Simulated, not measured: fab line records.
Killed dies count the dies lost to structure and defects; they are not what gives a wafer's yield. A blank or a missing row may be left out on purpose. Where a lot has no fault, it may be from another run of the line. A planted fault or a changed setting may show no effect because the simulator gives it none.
A sampling plan put to the test / flow n5 finfet / one line in one fab, 30 faults in these records, each fault weighed on the records of the lots it struck
The plan consists of the line's own looks: route steps at which the wafer is read by a gauge or an inspection but not changed. Where struck wafers have a number at a look and the file lists that look's usual mean and standard deviation on fault-free wafers, the look can be judged. Caught: the struck wafers' mean, at a look after the fault's first step, is 4 or more of those standard deviations (sigma) away from the usual mean. On the tool: here the same test is run on the tool's own readings at the fault's steps. It also counts as caught if the struck wafers ran another recipe or if their record alone is blank.

THE FAULTS, as the simulator had put them in
1. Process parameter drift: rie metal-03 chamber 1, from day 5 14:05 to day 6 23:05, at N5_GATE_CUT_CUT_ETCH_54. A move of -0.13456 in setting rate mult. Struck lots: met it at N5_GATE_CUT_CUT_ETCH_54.
2. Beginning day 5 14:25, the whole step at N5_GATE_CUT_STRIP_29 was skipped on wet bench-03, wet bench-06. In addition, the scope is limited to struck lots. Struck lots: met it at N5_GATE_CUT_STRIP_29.
3. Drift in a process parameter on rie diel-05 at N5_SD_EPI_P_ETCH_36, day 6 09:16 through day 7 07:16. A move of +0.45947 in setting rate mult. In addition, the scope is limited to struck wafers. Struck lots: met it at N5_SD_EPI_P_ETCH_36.
4. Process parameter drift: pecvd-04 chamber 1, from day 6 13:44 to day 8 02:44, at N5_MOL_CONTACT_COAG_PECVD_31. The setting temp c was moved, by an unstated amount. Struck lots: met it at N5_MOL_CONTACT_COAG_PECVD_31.
5. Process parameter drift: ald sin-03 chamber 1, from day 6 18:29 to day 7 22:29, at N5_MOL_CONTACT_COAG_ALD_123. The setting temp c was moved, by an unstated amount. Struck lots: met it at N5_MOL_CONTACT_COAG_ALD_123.
6. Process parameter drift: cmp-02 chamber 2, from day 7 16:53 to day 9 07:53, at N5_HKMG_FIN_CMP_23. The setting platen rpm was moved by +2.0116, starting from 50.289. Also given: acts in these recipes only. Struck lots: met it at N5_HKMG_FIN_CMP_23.
7. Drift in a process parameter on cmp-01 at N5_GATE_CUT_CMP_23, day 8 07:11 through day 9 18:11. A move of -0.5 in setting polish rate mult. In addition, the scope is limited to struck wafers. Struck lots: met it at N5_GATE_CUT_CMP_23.
8. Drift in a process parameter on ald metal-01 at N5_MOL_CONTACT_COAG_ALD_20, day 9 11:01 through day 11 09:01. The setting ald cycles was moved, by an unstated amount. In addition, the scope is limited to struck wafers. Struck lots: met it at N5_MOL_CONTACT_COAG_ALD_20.
9. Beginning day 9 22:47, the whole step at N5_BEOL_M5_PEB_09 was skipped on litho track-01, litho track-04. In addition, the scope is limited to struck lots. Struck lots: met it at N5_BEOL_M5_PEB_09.
10. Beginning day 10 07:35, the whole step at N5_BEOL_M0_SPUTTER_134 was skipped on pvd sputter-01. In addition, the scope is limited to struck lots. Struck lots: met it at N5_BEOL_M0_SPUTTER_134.
11. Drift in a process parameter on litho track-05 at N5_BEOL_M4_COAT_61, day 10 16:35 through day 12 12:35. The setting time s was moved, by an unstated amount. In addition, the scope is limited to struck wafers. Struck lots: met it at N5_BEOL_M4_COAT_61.
12. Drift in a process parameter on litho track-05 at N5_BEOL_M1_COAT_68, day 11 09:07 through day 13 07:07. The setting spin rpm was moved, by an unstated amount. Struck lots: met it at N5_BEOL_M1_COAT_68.
13. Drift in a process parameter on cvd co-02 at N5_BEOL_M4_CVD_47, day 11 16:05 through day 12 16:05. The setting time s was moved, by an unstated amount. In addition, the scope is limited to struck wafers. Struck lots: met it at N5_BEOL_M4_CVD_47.
14. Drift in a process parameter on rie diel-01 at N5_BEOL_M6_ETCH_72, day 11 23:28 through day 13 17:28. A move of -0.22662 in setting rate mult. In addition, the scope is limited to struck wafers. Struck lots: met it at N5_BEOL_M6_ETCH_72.
15. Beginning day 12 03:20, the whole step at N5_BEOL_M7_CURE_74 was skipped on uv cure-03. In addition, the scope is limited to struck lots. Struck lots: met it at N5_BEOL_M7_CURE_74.
16. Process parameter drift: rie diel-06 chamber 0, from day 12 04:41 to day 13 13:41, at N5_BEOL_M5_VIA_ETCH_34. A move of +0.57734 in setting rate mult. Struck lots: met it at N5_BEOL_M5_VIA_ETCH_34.
17. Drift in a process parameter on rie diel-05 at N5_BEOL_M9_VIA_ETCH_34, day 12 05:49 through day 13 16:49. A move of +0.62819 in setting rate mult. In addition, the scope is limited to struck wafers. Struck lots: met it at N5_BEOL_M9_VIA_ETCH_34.
18. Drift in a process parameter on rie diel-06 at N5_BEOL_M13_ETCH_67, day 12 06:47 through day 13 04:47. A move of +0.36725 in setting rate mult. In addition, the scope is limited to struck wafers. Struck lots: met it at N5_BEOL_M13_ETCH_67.
19. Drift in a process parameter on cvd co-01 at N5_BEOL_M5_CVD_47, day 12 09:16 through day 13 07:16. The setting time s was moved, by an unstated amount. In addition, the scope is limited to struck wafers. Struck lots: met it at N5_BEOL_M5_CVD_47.
20. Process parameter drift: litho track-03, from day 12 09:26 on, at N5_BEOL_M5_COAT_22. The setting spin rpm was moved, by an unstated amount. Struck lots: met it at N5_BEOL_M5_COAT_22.
21. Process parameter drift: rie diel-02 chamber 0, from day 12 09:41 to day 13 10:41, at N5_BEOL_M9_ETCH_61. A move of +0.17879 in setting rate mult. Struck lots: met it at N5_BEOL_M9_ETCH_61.
22. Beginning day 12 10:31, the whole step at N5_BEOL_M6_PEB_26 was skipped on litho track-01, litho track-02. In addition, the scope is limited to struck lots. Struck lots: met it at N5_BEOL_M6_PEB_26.
23. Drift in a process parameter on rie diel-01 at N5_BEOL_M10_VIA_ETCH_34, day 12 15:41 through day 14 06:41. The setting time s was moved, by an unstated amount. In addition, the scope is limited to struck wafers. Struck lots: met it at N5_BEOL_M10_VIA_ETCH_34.
24. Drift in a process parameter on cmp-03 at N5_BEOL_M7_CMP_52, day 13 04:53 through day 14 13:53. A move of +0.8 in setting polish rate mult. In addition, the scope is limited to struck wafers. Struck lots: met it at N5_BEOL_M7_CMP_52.
25. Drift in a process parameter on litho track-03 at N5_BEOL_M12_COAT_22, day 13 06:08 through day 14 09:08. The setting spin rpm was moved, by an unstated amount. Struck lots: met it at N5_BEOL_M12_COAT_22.
26. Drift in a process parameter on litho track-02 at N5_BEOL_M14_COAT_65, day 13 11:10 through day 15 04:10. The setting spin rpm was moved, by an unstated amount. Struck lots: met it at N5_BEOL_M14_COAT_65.
27. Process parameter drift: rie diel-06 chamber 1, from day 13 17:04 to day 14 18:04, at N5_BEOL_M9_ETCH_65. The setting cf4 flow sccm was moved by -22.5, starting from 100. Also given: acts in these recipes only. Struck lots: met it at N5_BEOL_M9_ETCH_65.
28. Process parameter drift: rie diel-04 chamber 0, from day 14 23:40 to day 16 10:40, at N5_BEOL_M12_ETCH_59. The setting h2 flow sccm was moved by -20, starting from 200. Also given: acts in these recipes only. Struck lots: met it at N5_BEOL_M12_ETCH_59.
29. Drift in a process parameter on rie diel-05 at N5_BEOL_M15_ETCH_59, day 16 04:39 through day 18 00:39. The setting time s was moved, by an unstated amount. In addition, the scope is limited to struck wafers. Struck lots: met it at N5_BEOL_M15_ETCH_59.
30. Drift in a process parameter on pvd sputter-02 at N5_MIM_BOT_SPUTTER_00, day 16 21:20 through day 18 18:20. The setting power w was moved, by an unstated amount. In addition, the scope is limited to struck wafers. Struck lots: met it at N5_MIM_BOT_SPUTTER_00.

WHAT THE PLAN SAW
fault=1; on the tool itself=etch rf on time s +15 sigma; first look that catches it=not the one look that can be judged after it; reading, sigma=-; median hours from its first step to that look=-; hours from the fault's start to the first struck lot there=-; judged looks passed uncaught=1
fault=2; on the tool itself=the tool's record is blank for the struck wafers; first look that catches it=not the one look that can be judged after it; reading, sigma=-; median hours from its first step to that look=-; hours from the fault's start to the first struck lot there=-; judged looks passed uncaught=1
fault=3; on the tool itself=etch rf on time s -23 sigma; first look that catches it=not the one look that can be judged after it; reading, sigma=-; median hours from its first step to that look=-; hours from the fault's start to the first struck lot there=-; judged looks passed uncaught=1
fault=4; on the tool itself=susceptor temp C +21 sigma; first look that catches it=none of the 2 looks that can be judged after it; reading, sigma=strongest: IOFF_P at N5_BEOL_M4_RC_MEAS_101, +2.2; median hours from its first step to that look=-; hours from the fault's start to the first struck lot there=-; judged looks passed uncaught=2
fault=5; on the tool itself=susceptor temp C +22 sigma; first look that catches it=none of the 2 looks that can be judged after it; reading, sigma=-; median hours from its first step to that look=-; hours from the fault's start to the first struck lot there=-; judged looks passed uncaught=2
fault=6; on the tool itself=platen rpm +52 sigma; first look that catches it=not the one look that can be judged after it; reading, sigma=-; median hours from its first step to that look=-; hours from the fault's start to the first struck lot there=-; judged looks passed uncaught=1
fault=7; on the tool itself=time to endpoint s +9.5 sigma; first look that catches it=not the one look that can be judged after it; reading, sigma=-; median hours from its first step to that look=-; hours from the fault's start to the first struck lot there=-; judged looks passed uncaught=1
fault=8; on the tool itself=under 2 sigma; first look that catches it=not the one look that can be judged after it; reading, sigma=-; median hours from its first step to that look=-; hours from the fault's start to the first struck lot there=-; judged looks passed uncaught=1
fault=9; on the tool itself=the tool's record is blank for the struck wafers; first look that catches it=no look after it can be judged; reading, sigma=-; median hours from its first step to that look=-; hours from the fault's start to the first struck lot there=-; judged looks passed uncaught=0
fault=10; on the tool itself=the tool's record is blank for the struck wafers; first look that catches it=not the one look that can be judged after it; reading, sigma=-; median hours from its first step to that look=-; hours from the fault's start to the first struck lot there=-; judged looks passed uncaught=1
fault=11; on the tool itself=run length s +18 sigma; first look that catches it=not the one look that can be judged after it; reading, sigma=-; median hours from its first step to that look=-; hours from the fault's start to the first struck lot there=-; judged looks passed uncaught=1
fault=12; on the tool itself=spin speed rpm -99 or beyond sigma; first look that catches it=none of the 2 looks that can be judged after it; reading, sigma=-; median hours from its first step to that look=-; hours from the fault's start to the first struck lot there=-; judged looks passed uncaught=2
fault=13; on the tool itself=run length s -99 or beyond sigma; first look that catches it=not the one look that can be judged after it; reading, sigma=-; median hours from its first step to that look=-; hours from the fault's start to the first struck lot there=-; judged looks passed uncaught=1
fault=14; on the tool itself=etch rf on time s +17 sigma; first look that catches it=no look after it can be judged; reading, sigma=-; median hours from its first step to that look=-; hours from the fault's start to the first struck lot there=-; judged looks passed uncaught=0
fault=15; on the tool itself=the tool's record is blank for the struck wafers; first look that catches it=N5_BEOL_M7_THK_MEAS_01; reading, sigma=M7_ILD_THK +12; median hours from its first step to that look=0.5; hours from the fault's start to the first struck lot there=9; judged looks passed uncaught=0
fault=16; on the tool itself=only faintly: oes product au +3.4 sigma; first look that catches it=not the one look that can be judged after it; reading, sigma=-; median hours from its first step to that look=-; hours from the fault's start to the first struck lot there=-; judged looks passed uncaught=1
fault=17; on the tool itself=oes product au +4.1 sigma; first look that catches it=not the one look that can be judged after it; reading, sigma=-; median hours from its first step to that look=-; hours from the fault's start to the first struck lot there=-; judged looks passed uncaught=1
fault=18; on the tool itself=etch rf on time s -21 sigma; first look that catches it=no look after it can be judged; reading, sigma=-; median hours from its first step to that look=-; hours from the fault's start to the first struck lot there=-; judged looks passed uncaught=0
fault=19; on the tool itself=run length s +99 or beyond sigma; first look that catches it=no look after it can be judged; reading, sigma=-; median hours from its first step to that look=-; hours from the fault's start to the first struck lot there=-; judged looks passed uncaught=0
fault=20; on the tool itself=spin speed rpm -39 sigma; first look that catches it=not the one look that can be judged after it; reading, sigma=-; median hours from its first step to that look=-; hours from the fault's start to the first struck lot there=-; judged looks passed uncaught=1
fault=21; on the tool itself=etch rf on time s -11 sigma; first look that catches it=no look after it can be judged; reading, sigma=-; median hours from its first step to that look=-; hours from the fault's start to the first struck lot there=-; judged looks passed uncaught=0
fault=22; on the tool itself=the tool's record is blank for the struck wafers; first look that catches it=no look after it can be judged; reading, sigma=-; median hours from its first step to that look=-; hours from the fault's start to the first struck lot there=-; judged looks passed uncaught=0
fault=23; on the tool itself=run length s +25 sigma; first look that catches it=no look after it can be judged; reading, sigma=-; median hours from its first step to that look=-; hours from the fault's start to the first struck lot there=-; judged looks passed uncaught=0
fault=24; on the tool itself=barrier field endpoint s -19 sigma; first look that catches it=not the one look that can be judged after it; reading, sigma=strongest: M8_ILD_THK at N5_BEOL_M8_THK_MEAS_01, -2.3; median hours from its first step to that look=-; hours from the fault's start to the first struck lot there=-; judged looks passed uncaught=1
fault=25; on the tool itself=spin speed rpm -92 sigma; first look that catches it=not the one look that can be judged after it; reading, sigma=-; median hours from its first step to that look=-; hours from the fault's start to the first struck lot there=-; judged looks passed uncaught=1
fault=26; on the tool itself=spin speed rpm -97 sigma; first look that catches it=no look after it can be judged; reading, sigma=-; median hours from its first step to that look=-; hours from the fault's start to the first struck lot there=-; judged looks passed uncaught=0
fault=27; on the tool itself=cf4 flow sccm -69 sigma; first look that catches it=no look after it can be judged; reading, sigma=-; median hours from its first step to that look=-; hours from the fault's start to the first struck lot there=-; judged looks passed uncaught=0
fault=28; on the tool itself=h2 flow sccm -32 sigma; first look that catches it=no look after it can be judged; reading, sigma=-; median hours from its first step to that look=-; hours from the fault's start to the first struck lot there=-; judged looks passed uncaught=0
fault=29; on the tool itself=run length s +10 sigma; first look that catches it=no look after it can be judged; reading, sigma=-; median hours from its first step to that look=-; hours from the fault's start to the first struck lot there=-; judged looks passed uncaught=0
fault=30; on the tool itself=cathode dc power W +99 or beyond sigma; first look that catches it=no look after it can be judged; reading, sigma=-; median hours from its first step to that look=-; hours from the fault's start to the first struck lot there=-; judged looks passed uncaught=0
Dash: fault not caught, or number not given in these records.

Caught at a look: 1 of 30. Caught on the tool: 28 of 30. By one or the other: 28 of 30.
On the tool alone, faults 1, 2, 3, 4, 5, 6, 7, 9, 10, 11, 12, 13, 14, 17, 18, 19, 20, 21, 22, 23, 24, 25, 26, 27, 28, 29, 30 were caught.
Caught by neither: faults 8, 16.

THINNER SAMPLING
In the worst case, this is how late the first struck lot would be measured if the look that catches a fault measured only every second or every third lot, by lot number:
fault=15; struck lots at that look, in order of time=L945, L947, L946; every lot=9 h; every second lot=15 h; every third lot=15 h
Hours are from the fault's start to the first struck lot that is measured. Since the struck wafers were tested as one group against 4 sigma, a single lot by itself may lie under the limit. Other struck lots may not be in these records.

THE LONGEST TIMED WAY FROM STEP TO LOOK
For fault 15, N5_BEOL_M7_CURE_74 and N5_BEOL_M7_THK_MEAS_01 are separated by a median of 0.5 hours. No look between them can be judged.
